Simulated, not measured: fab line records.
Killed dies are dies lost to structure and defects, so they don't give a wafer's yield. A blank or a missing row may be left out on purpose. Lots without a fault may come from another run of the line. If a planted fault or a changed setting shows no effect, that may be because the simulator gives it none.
Chamber matching | flow nand harc | rie si-01 running NHARC_A_CHANNEL_FILL_D1_ETCHBACK_19: 4 sister chambers
The step etches the open film in HBr/Cl2, target depth 5 nm, time 1.7 s. 14 wafers are shown with their chamber, then 7 later ones without.

## WAFERS, EACH WITH ITS CHAMBER
wafer  | chamber | oes product au (a.u.) | throttle valve pct (%)
L200.1 | 1       | 1.000                 | 26.413
L200.2 | 2       | 0.999                 | 26.414
L200.4 | 1       | 0.994                 | 26.416
L202.4 | 3       | 0.990                 | 26.408
L202.5 | 0       | 1.001                 | 26.408
L202.6 | 1       | 0.993                 | 26.407
L206.2 | 2       | 1.002                 | 26.396
L206.3 | 1       | 0.999                 | 26.399
L206.6 | 0       | 0.988                 | 26.421
L208.4 | 2       | 1.001                 | 26.409
L208.5 | 0       | 0.992                 | 26.397
L208.6 | 3       | 0.991                 | 26.380
L216.2 | 3       | 0.992                 | 26.404
L216.4 | 2       | 1.002                 | 26.403

SIGNATURES (means of the wafers above)
reading            | chamber 0 | chamber 1 | chamber 2 | chamber 3 | scatter within a chamber
oes product au     | 0.99367   | 0.99650   | 1.00100   | 0.99100   | 0.00366
throttle valve pct | 26.40867  | 26.40875  | 26.40550  | 26.39733  | 0.0105
Rule: for each reading, subtract the chamber's mean from the wafer's reading, divide by that reading's scatter and square the result; add these up over the readings and take the root, which gives the wafer's distance from the chamber. If the next closest chamber is less than 2 further off than the closest, the wafer can't be placed; otherwise it belongs to the closest. How the scatter is found: for the shown wafers, subtract from each reading the mean of its chamber, square and add these, divide the total by (wafers less chambers), then take the root.

## WAFERS WITHOUT THEIR CHAMBER
wafer  | oes product au (a.u.) | throttle valve pct (%)
L216.5 | 0.996                 | 26.410
L217.2 | 0.984                 | 26.404
L217.4 | 1.003                 | 26.409
L217.6 | 0.994                 | 26.410
L218.1 | 1.005                 | 26.404
L218.3 | 0.993                 | 26.408
L218.5 | 1.000                 | 26.401

## WHICH CHAMBER EACH ONE RAN IN
wafer  | from the rows above               | in truth
L216.5 | can't be placed: 1 or 0 or 2 or 3 | 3
L217.2 | can't be placed: 3 or 0 or 1      | 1
L217.4 | can't be placed: 2 or 1 or 0      | 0
L217.6 | can't be placed: 0 or 1 or 3 or 2 | 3
L218.1 | can't be placed: 2 or 1           | 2
L218.3 | can't be placed: 0 or 1 or 3      | 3
L218.5 | can't be placed: 2 or 1 or 0 or 3 | 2
Placed correctly: 0 of 7. Cannot be placed on the basis of these rows: 7; the candidates contain the true chamber in 7. Placed wrongly: 0.
